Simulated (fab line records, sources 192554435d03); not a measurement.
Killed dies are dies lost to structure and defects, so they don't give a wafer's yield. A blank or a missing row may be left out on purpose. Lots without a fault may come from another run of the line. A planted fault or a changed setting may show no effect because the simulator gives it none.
Which tool did it? | flow n5_finfet | 24 lots, 72 wafers sampled, at 6 steps of a route of 1938

WHAT THE GAUGES READ, wafer by wafer
The record holds no reading of a measuring or inspecting step that can be judged against a usual standard deviation.

WHICH TOOL RAN EACH LOT (tool, then ch and the chambers of the sampled wafers, then the start)
lot  | N5_MOL_CONTACT_COAG_STRIP_49         | N5_MOL_CONTACT_COAG_CMP_52    | N5_BEOL_M0_SAQP_HM_DEP_02    | N5_BEOL_M0_SAQP_ETCH_83            | N5_BEOL_M0_SAQP_ETCH_102         | N5_BEOL_M0_SAQP_RECESS_109
L074 | plasma_asher-02 ch 0,1, day 5 03:29  | cmp-01 ch 0,2,3, day 5 04:07  | pvd_sputter-01, day 5 09:09  | rie_diel-05 ch 0,1,2, day 5 10:04  | rie_si-02 ch 0,1,3, day 5 12:20  | vapor_etch-01 ch 0,1, day 5 14:24
L075 | plasma_asher-01 ch 0,1, day 5 10:48  | cmp-03 ch 0,3, day 5 11:27    | pvd_sputter-03, day 5 16:11  | rie_diel-06 ch 1,2,3, day 5 17:08  | rie_si-05 ch 1,2,3, day 5 19:03  | vapor_etch-01 ch 0,1, day 5 19:46
L076 | plasma_asher-02 ch 0,1, day 5 14:52  | cmp-04 ch 0,1,3, day 5 15:49  | pvd_sputter-01, day 5 21:16  | rie_diel-05 ch 1,2, day 5 22:15    | rie_si-04 ch 1,2,3, day 6 00:05  | vapor_etch-02 ch 0,1, day 6 00:56
L077 | plasma_asher-02 ch 0,1, day 5 19:18  | cmp-01 ch 0,1, day 5 20:14    | pvd_sputter-01, day 6 01:23  | rie_diel-06 ch 1,2,3, day 6 02:20  | rie_si-04 ch 2,3, day 6 04:17    | vapor_etch-02 ch 0,1, day 6 05:01
L078 | plasma_asher-02 ch 0,1, day 6 03:54  | cmp-04 ch 1,2, day 6 04:29    | pvd_sputter-01, day 6 09:01  | rie_diel-05 ch 1,3, day 6 09:56    | rie_si-04 ch 0,1,3, day 6 11:58  | vapor_etch-02 ch 0,1, day 6 12:50
L079 | plasma_asher-01 ch 0,1, day 6 07:28  | cmp-03 ch 1,2,3, day 6 08:04  | pvd_sputter-02, day 6 11:53  | rie_diel-06 ch 0,2,3, day 6 12:56  | rie_si-04 ch 0,1,2, day 6 14:36  | vapor_etch-02 ch 0,1, day 6 15:20
L080 | plasma_asher-01 ch 0,1, day 6 17:44  | cmp-01 ch 0,3, day 6 18:20    | pvd_sputter-03, day 6 22:05  | rie_diel-05 ch 0,3, day 6 22:54    | rie_si-05 ch 1,3, day 7 00:34    | vapor_etch-02 ch 0, day 7 01:17
L081 | plasma_asher-02 ch 0,1, day 7 01:03  | cmp-01 ch 0,2,3, day 7 01:39  | pvd_sputter-03, day 7 07:52  | rie_diel-06 ch 1,2, day 7 09:18    | rie_si-05 ch 1,3, day 7 11:19    | vapor_etch-01 ch 1, day 7 12:10
L082 | plasma_asher-02 ch 0,1, day 7 01:33  | cmp-03 ch 0,1, day 7 02:10    | pvd_sputter-03, day 7 08:57  | rie_diel-06 ch 1,2, day 7 10:03    | rie_si-04 ch 0,1,3, day 7 12:41  | vapor_etch-01 ch 0,1, day 7 13:25
L083 | plasma_asher-01 ch 0,1, day 7 07:49  | cmp-04 ch 1,2,3, day 7 08:53  | pvd_sputter-02, day 7 12:34  | rie_diel-06 ch 2,3, day 7 13:25    | rie_si-05 ch 1,2,3, day 7 15:06  | vapor_etch-01 ch 0,1, day 7 15:50
L084 | plasma_asher-01 ch 1, day 7 19:01    | cmp-01 ch 0,3, day 7 19:38    | pvd_sputter-03, day 8 00:26  | rie_diel-05 ch 0,1, day 8 01:25    | rie_si-02 ch 1,2, day 8 03:05    | vapor_etch-02 ch 0,1, day 8 03:48
L085 | plasma_asher-01 ch 0,1, day 8 01:43  | cmp-04 ch 0,1,2, day 8 02:20  | pvd_sputter-01, day 8 06:37  | rie_diel-06 ch 0,1,2, day 8 07:25  | rie_si-05 ch 0,3, day 8 09:27    | vapor_etch-02 ch 0,1, day 8 10:17
L086 | plasma_asher-01 ch 0,1, day 8 02:24  | cmp-04 ch 2,3, day 8 03:20    | pvd_sputter-03, day 8 09:37  | rie_diel-05 ch 0,2,3, day 8 10:41  | rie_si-02 ch 1,2, day 8 13:04    | vapor_etch-02 ch 0,1, day 8 13:47
L087 | plasma_asher-02 ch 0,1, day 8 12:09  | cmp-03 ch 0,3, day 8 12:46    | pvd_sputter-01, day 8 17:52  | rie_diel-02 ch 1,3, day 8 18:55    | rie_si-02 ch 0,1,3, day 8 20:43  | vapor_etch-01 ch 0,1, day 8 21:29
L088 | plasma_asher-01 ch 0,1, day 8 21:26  | cmp-01 ch 2,3, day 8 22:04    | pvd_sputter-03, day 9 02:14  | rie_diel-05 ch 1,3, day 9 03:11    | rie_si-04 ch 0,2,3, day 9 04:58  | vapor_etch-01 ch 0,1, day 9 05:53
L089 | plasma_asher-02 ch 0,1, day 9 00:39  | cmp-01 ch 0,1,2, day 9 01:16  | pvd_sputter-03, day 9 05:01  | rie_diel-02 ch 0,1,3, day 9 05:58  | rie_si-05 ch 0,1,2, day 9 08:01  | vapor_etch-02 ch 0,1, day 9 08:44
L090 | plasma_asher-02 ch 0,1, day 9 07:05  | cmp-01 ch 0,2,3, day 9 07:43  | pvd_sputter-02, day 9 15:03  | rie_diel-02 ch 0,1,2, day 9 16:05  | rie_si-02 ch 0,1,3, day 9 17:56  | vapor_etch-02 ch 0,1, day 9 18:46
L092 | plasma_asher-02 ch 0,1, day 9 15:59  | cmp-04 ch 1,2,3, day 9 16:35  | pvd_sputter-01, day 9 22:41  | rie_diel-05 ch 0,1,3, day 9 23:36  | rie_si-02 ch 1,2,3, day 10 01:20 | vapor_etch-02 ch 0,1, day 10 02:09
L091 | plasma_asher-02 ch 1, day 9 21:51    | cmp-04 ch 0,2,3, day 9 22:32  | pvd_sputter-02, day 10 03:22 | rie_diel-06 ch 0,1, day 10 04:12   | rie_si-05 ch 2,3, day 10 07:29   | vapor_etch-02 ch 0,1, day 10 08:14
L093 | plasma_asher-01 ch 0,1, day 10 00:23 | cmp-03 ch 2,3, day 10 00:58   | pvd_sputter-03, day 10 07:40 | rie_diel-05 ch 0,2, day 10 08:31   | rie_si-05 ch 0,2, day 10 10:14   | vapor_etch-02 ch 0,1, day 10 11:00
L094 | plasma_asher-02 ch 0,1, day 10 04:29 | cmp-03 ch 0,1, day 10 05:05   | pvd_sputter-01, day 10 09:45 | rie_diel-05 ch 0,1,2, day 10 10:46 | rie_si-05 ch 1,2, day 10 14:26   | vapor_etch-02 ch 0,1, day 10 15:29
L095 | plasma_asher-02 ch 0, day 10 08:29   | cmp-03 ch 1,2, day 10 09:05   | pvd_sputter-01, day 10 13:08 | rie_diel-05 ch 0,2,3, day 10 14:11 | rie_si-02 ch 0,1,2, day 10 16:12 | vapor_etch-02 ch 0,1, day 10 17:24
L096 | plasma_asher-01 ch 0,1, day 10 15:17 | cmp-01 ch 0,1,2, day 10 15:59 | pvd_sputter-03, day 10 20:02 | rie_diel-02 ch 2,3, day 10 21:00   | rie_si-02 ch 0,1, day 10 23:11   | vapor_etch-01 ch 0,1, day 10 23:59
L097 | plasma_asher-01 ch 0,1, day 11 04:36 | cmp-01 ch 0,2,3, day 11 05:16 | pvd_sputter-03, day 11 09:55 | rie_diel-06 ch 0,2,3, day 11 10:44 | rie_si-04 ch 0,2, day 11 12:24   | vapor_etch-01 ch 0,1, day 11 13:08
- N5_MOL_CONTACT_COAG_STRIP_49: strips in N2/H2, time 30 s.
- N5_MOL_CONTACT_COAG_CMP_52: polishes, stops on SiO2, t overpolish 1.5 s, target thk 66.5 nm.
- N5_BEOL_M0_SAQP_HM_DEP_02: deposits TiN, target thk 12 nm.
- N5_BEOL_M0_SAQP_ETCH_83: etches SiARC in CF4, target depth 39 nm, time 65 s.
- N5_BEOL_M0_SAQP_ETCH_102: etches SiO2 in CF4, target depth 4 nm, time 4.4 s.
- N5_BEOL_M0_SAQP_RECESS_109: chemistry HF/NH3, target SiO2, target depth 3 nm, afs cycles 1, sublimation time 60 s.

WHAT THE TOOLS THEMSELVES READ (means of the sampled wafers that have a number; where no wafer has one, the mark that the record gives instead)
N5_MOL_CONTACT_COAG_STRIP_49. Usual: drypump_motor_current_A 5.4 A, standard deviation 0.45; h2_flow_sccm 3251 sccm, standard deviation 10; heater_power_w 333 W, standard deviation 24.
lot  | tool            | drypump_motor_current_A (A) | h2_flow_sccm (sccm) | heater_power_w (W) | flag
L074 | plasma_asher-02 | 5.2                         | 3252                | 328                |
L075 | plasma_asher-01 | 5.3                         | 3251                | 337                |
L076 | plasma_asher-02 | 5.5                         | 3243                | 312                |
L077 | plasma_asher-02 | 5.5                         | 3244                | 311                |
L078 | plasma_asher-02 | 5.2                         | 3249                | 332                |
L079 | plasma_asher-01 | 5.3                         | 3250                | 337                |
L080 | plasma_asher-01 | 5.7                         | 3254                | 352                |
L081 | plasma_asher-02 | 5.5                         | 3241                | 315                |
L082 | plasma_asher-02 | 5.3                         | 3253                | 333                |
L083 | plasma_asher-01 | 5.7                         | 3248                | 347                |
L084 | plasma_asher-01 | 6.0                         | 3262                | 362                |
L085 | plasma_asher-01 | 5.3                         | 3249                | 332                |
L086 | plasma_asher-01 | 5.3                         | 3264                | 338                |
L087 | plasma_asher-02 | 5.2                         | 3256                | 329                |
L088 | plasma_asher-01 | 5.3                         | 3259                | 338                |
L089 | plasma_asher-02 | 5.2                         | 3248                | 334                |
L090 | plasma_asher-02 | 5.2                         | 3232                | 335                |
L092 | plasma_asher-02 | 5.5                         | 3250                | 319                |
L091 | plasma_asher-02 | 5.0                         | 3254                | 348                |
L093 | plasma_asher-01 | 5.3                         | 3252                | 339                |
L094 | plasma_asher-02 | 5.2                         | 3242                | 338                |
L095 | plasma_asher-02 | 5.7                         | 3240                | 302                |
L096 | plasma_asher-01 | 5.7                         | 3257                | 352                |
L097 | plasma_asher-01 | 5.6                         | 3251                | 351                |

N5_MOL_CONTACT_COAG_CMP_52. Usual: motor_current_A 12.2 A, standard deviation 1.3; overpolish_run_s 1.500 s, standard deviation 0.0089; retaining_ring_pressure_frac 1.000, standard deviation 0.0045; time_to_endpoint_s 13.1 s, standard deviation 2.2.
lot  | tool   | motor_current_A (A) | overpolish_run_s (s) | retaining_ring_pressure_frac | time_to_endpoint_s (s) | flag
L074 | cmp-01 | 11.7                | 1.502                | 1.001                        | 14.7                   |
L075 | cmp-03 | 12.6                | 1.487                | 1.006                        | 14.9                   |
L076 | cmp-04 | 11.4                | 1.504                | 0.997                        | 12.5                   |
L077 | cmp-01 | 11.7                | 1.511                | 1.001                        | 13.3                   |
L078 | cmp-04 | 12.8                | 1.493                | 0.999                        | 12.2                   |
L079 | cmp-03 | 13.4                | 1.497                | 0.997                        | 13.6                   |
L080 | cmp-01 | 12.2                | 1.505                | 0.999                        | 13.5                   |
L081 | cmp-01 | 12.0                | 1.501                | 1.004                        | 17.3                   |
L082 | cmp-03 | 11.2                | 1.505                | 1.002                        | 13.7                   |
L083 | cmp-04 | 12.3                | 1.498                | 1.004                        | 10.2                   |
L084 | cmp-01 | 12.0                | 1.499                | 1.003                        | 17.6                   |
L085 | cmp-04 | 11.9                | 1.504                | 0.998                        | 13.4                   |
L086 | cmp-04 | 12.9                | 1.498                | 0.997                        | 12.4                   |
L087 | cmp-03 | 14.3                | 1.491                | 1.001                        | 10.5                   |
L088 | cmp-01 | 11.4                | 1.500                | 0.997                        | 15.2                   |
L089 | cmp-01 | 11.8                | 1.496                | 1.004                        | 13.8                   |
L090 | cmp-01 | 11.8                | 1.502                | 1.004                        | 14.6                   |
L092 | cmp-04 | 12.1                | 1.506                | 1.003                        | 12.2                   |
L091 | cmp-04 | 12.3                | 1.499                | 1.002                        | 13.4                   |
L093 | cmp-03 | 14.9                | 1.498                | 1.001                        | 12.1                   |
L094 | cmp-03 | 11.5                | 1.512                | 1.002                        | 12.2                   |
L095 | cmp-03 | 12.1                | 1.497                | 0.995                        | 10.8                   |
L096 | cmp-01 | 11.8                | 1.500                | 1.000                        | 14.9                   |
L097 | cmp-01 | 11.8                | 1.502                | 1.002                        | 14.0                   |

N5_BEOL_M0_SAQP_HM_DEP_02. Usual: throttle_valve_pct 30.1 %, standard deviation 1.
lot  | tool           | throttle_valve_pct (%) | flag
L074 | pvd_sputter-01 | 29.7                   |
L075 | pvd_sputter-03 | 30.5                   |
L076 | pvd_sputter-01 | 30.6                   |
L077 | pvd_sputter-01 | 30.4                   |
L078 | pvd_sputter-01 | 30.4                   |
L079 | pvd_sputter-02 | 29.5                   |
L080 | pvd_sputter-03 | 29.5                   |
L081 | pvd_sputter-03 | 30.7                   |
L082 | pvd_sputter-03 | 30.1                   |
L083 | pvd_sputter-02 | 30.4                   |
L084 | pvd_sputter-03 | 30.4                   |
L085 | pvd_sputter-01 | 30.3                   |
L086 | pvd_sputter-03 | 29.3                   |
L087 | pvd_sputter-01 | 29.8                   |
L088 | pvd_sputter-03 | 30.8                   |
L089 | pvd_sputter-03 | 29.7                   |
L090 | pvd_sputter-02 | 29.9                   |
L092 | pvd_sputter-01 | 30.4                   |
L091 | pvd_sputter-02 | 29.0                   |
L093 | pvd_sputter-03 | 31.1                   |
L094 | pvd_sputter-01 | 31.2                   |
L095 | pvd_sputter-01 | 30.6                   |
L096 | pvd_sputter-03 | 29.7                   |
L097 | pvd_sputter-03 | 29.4                   |

N5_BEOL_M0_SAQP_ETCH_83. Usual: drypump_motor_current_A 5.7 A, standard deviation 0.33; etch_rf_on_time_s 64.9 s, standard deviation 0.99; oes_product_au 0.67 a.u., standard deviation 0.07; rf_vpp_V 183.7 V, standard deviation 1.2; showerhead_plenum_p_Torr 2.12 Torr, standard deviation 0.079; throttle_valve_pct 15.67 %, standard deviation 0.22.
lot  | tool        | drypump_motor_current_A (A) | etch_rf_on_time_s (s) | oes_product_au (a.u.) | rf_vpp_V (V) | showerhead_plenum_p_Torr (Torr) | throttle_valve_pct (%) | flag
L074 | rie_diel-05 | 5.8                         | 64.8                  | 0.69                  | 184.3        | 2.16                            | 15.52                  |
L075 | rie_diel-06 | 5.7                         | 65.7                  | 0.63                  | 182.4        | 2.03                            | 15.85                  |
L076 | rie_diel-05 | 5.7                         | 64.1                  | 0.68                  | 185.2        | 2.18                            | 15.45                  |
L077 | rie_diel-06 | 5.7                         | 65.1                  | 0.63                  | 183.3        | 2.03                            | 15.86                  |
L078 | rie_diel-05 | 5.3                         | 63.4                  | 0.82                  | 184.2        | 2.11                            | 15.44                  |
L079 | rie_diel-06 | 5.7                         | 66.5                  | 0.64                  | 183.5        | 2.11                            | 15.73                  |
L080 | rie_diel-05 | 6.0                         | 63.8                  | 0.70                  | 184.6        | 2.14                            | 15.52                  |
L081 | rie_diel-06 | 5.9                         | 65.7                  | 0.64                  | 182.6        | 2.04                            | 15.95                  |
L082 | rie_diel-06 | 5.9                         | 64.7                  | 0.65                  | 182.2        | 2.01                            | 15.99                  |
L083 | rie_diel-06 | 5.5                         | 67.1                  | 0.59                  | 183.5        | 2.04                            | 15.76                  |
L084 | rie_diel-05 | 5.9                         | 63.5                  | 0.67                  | 183.9        | 2.13                            | 15.59                  |
L085 | rie_diel-06 | 5.8                         | 65.9                  | 0.66                  | 183.8        | 2.10                            | 15.87                  |
L086 | rie_diel-05 | 5.9                         | 64.6                  | 0.68                  | 184.2        | 2.16                            | 15.50                  |
L087 | rie_diel-02 | 5.8                         | 65.5                  | 0.65                  | 184.2        | 2.18                            | 15.80                  |
L088 | rie_diel-05 | 5.3                         | 63.7                  | 0.77                  | 183.4        | 2.10                            | 15.48                  |
L089 | rie_diel-02 | 5.7                         | 65.3                  | 0.63                  | 184.7        | 2.19                            | 15.79                  |
L090 | rie_diel-02 | 5.7                         | 64.7                  | 0.65                  | 184.0        | 2.16                            | 15.72                  |
L092 | rie_diel-05 | 5.6                         | 64.0                  | 0.71                  | 184.1        | 2.12                            | 15.54                  |
L091 | rie_diel-06 | 5.8                         | 65.1                  | 0.67                  | 183.8        | 2.16                            | 15.78                  |
L093 | rie_diel-05 | 6.1                         | 63.8                  | 0.62                  | 183.9        | 2.16                            | 15.62                  |
L094 | rie_diel-05 | 5.8                         | 64.9                  | 0.65                  | 184.9        | 2.15                            | 15.57                  |
L095 | rie_diel-05 | 5.9                         | 64.8                  | 0.66                  | 183.8        | 2.15                            | 15.53                  |
L096 | rie_diel-02 | 5.5                         | 65.2                  | 0.65                  | 183.0        | 2.08                            | 15.60                  |
L097 | rie_diel-06 | 5.6                         | 65.0                  | 0.69                  | 183.4        | 2.19                            | 15.63                  |

N5_BEOL_M0_SAQP_ETCH_102. Usual: drypump_motor_current_A 5.8 A, standard deviation 0.48; oes_product_au 0.995 a.u., standard deviation 0.013; throttle_valve_pct 21.63 %, standard deviation 0.25.
lot  | tool      | drypump_motor_current_A (A) | oes_product_au (a.u.) | throttle_valve_pct (%) | flag
L074 | rie_si-02 | 5.8                         | 0.980                 | 21.63                  |
L075 | rie_si-05 | 5.5                         | 0.997                 | 21.38                  |
L076 | rie_si-04 | 5.9                         | 1.004                 | 21.68                  |
L077 | rie_si-04 | 5.9                         | 1.013                 | 21.79                  |
L078 | rie_si-04 | 5.8                         | 0.995                 | 21.85                  |
L079 | rie_si-04 | 6.0                         | 0.995                 | 21.81                  |
L080 | rie_si-05 | 6.0                         | 0.998                 | 21.40                  |
L081 | rie_si-05 | 5.9                         | 1.000                 | 21.37                  |
L082 | rie_si-04 | 5.8                         | 0.999                 | 21.84                  |
L083 | rie_si-05 | 5.6                         | 0.997                 | 21.39                  |
L084 | rie_si-02 | 6.1                         | 0.985                 | 21.77                  |
L085 | rie_si-05 | 6.1                         | 1.000                 | 21.49                  |
L086 | rie_si-02 | 6.1                         | 0.984                 | 21.77                  |
L087 | rie_si-02 | 5.8                         | 0.986                 | 21.62                  |
L088 | rie_si-04 | 5.8                         | 1.004                 | 21.96                  |
L089 | rie_si-05 | 5.5                         | 0.999                 | 21.45                  |
L090 | rie_si-02 | 5.8                         | 0.978                 | 21.63                  |
L092 | rie_si-02 | 6.2                         | 0.993                 | 21.66                  |
L091 | rie_si-05 | 5.2                         | 0.994                 | 21.41                  |
L093 | rie_si-05 | 5.6                         | 1.007                 | 21.54                  |
L094 | rie_si-05 | 5.5                         | 0.990                 | 21.35                  |
L095 | rie_si-02 | 5.7                         | 0.982                 | 21.75                  |
L096 | rie_si-02 | 5.3                         | 0.968                 | 21.71                  |
L097 | rie_si-04 | 5.9                         | 1.003                 | 22.07                  |

N5_BEOL_M0_SAQP_RECESS_109. Usual: drypump_motor_current_A 5.4 A, standard deviation 0.31.
lot  | tool          | drypump_motor_current_A (A) | flag
L074 | vapor_etch-01 | 5.4                         |
L075 | vapor_etch-01 | 5.3                         |
L076 | vapor_etch-02 | 5.5                         |
L077 | vapor_etch-02 | 5.3                         |
L078 | vapor_etch-02 | 5.6                         |
L079 | vapor_etch-02 | 5.3                         |
L080 | vapor_etch-02 | 5.8                         |
L081 | vapor_etch-01 | 5.4                         |
L082 | vapor_etch-01 | 5.3                         |
L083 | vapor_etch-01 | 5.3                         |
L084 | vapor_etch-02 | 5.3                         |
L085 | vapor_etch-02 | 5.6                         |
L086 | vapor_etch-02 | 5.3                         |
L087 | vapor_etch-01 | 5.4                         |
L088 | vapor_etch-01 | 5.3                         |
L089 | vapor_etch-02 | 5.6                         |
L090 | vapor_etch-02 | 5.6                         |
L092 | vapor_etch-02 | 5.6                         |
L091 | vapor_etch-02 | 5.3                         |
L093 | vapor_etch-02 | 5.3                         |
L094 | vapor_etch-02 | 5.3                         |
L095 | vapor_etch-02 | 5.6                         |
L096 | vapor_etch-01 | 5.3                         |
L097 | vapor_etch-01 | 5.3                         |

THE ANSWER, worked out from the rows above alone
Rule: a lot is off if the mean of its wafers that have a number lies more than 3 standard deviations from the usual mean. A lot without any number at a reading at which 4 lots or more have one is off too. The other lots that the step has rows for count as sound. The gauges are gone through in route order, then the tools' own readings, and for those a lot's mean is taken as printed above. The first step at which some lot is off is used, and at that step the reading that is off furthest; a lot without a number counts as furthest.
No lot is off at any reading shown: from this, nothing can be told.

WHAT THE SIMULATOR HAD PUT IN
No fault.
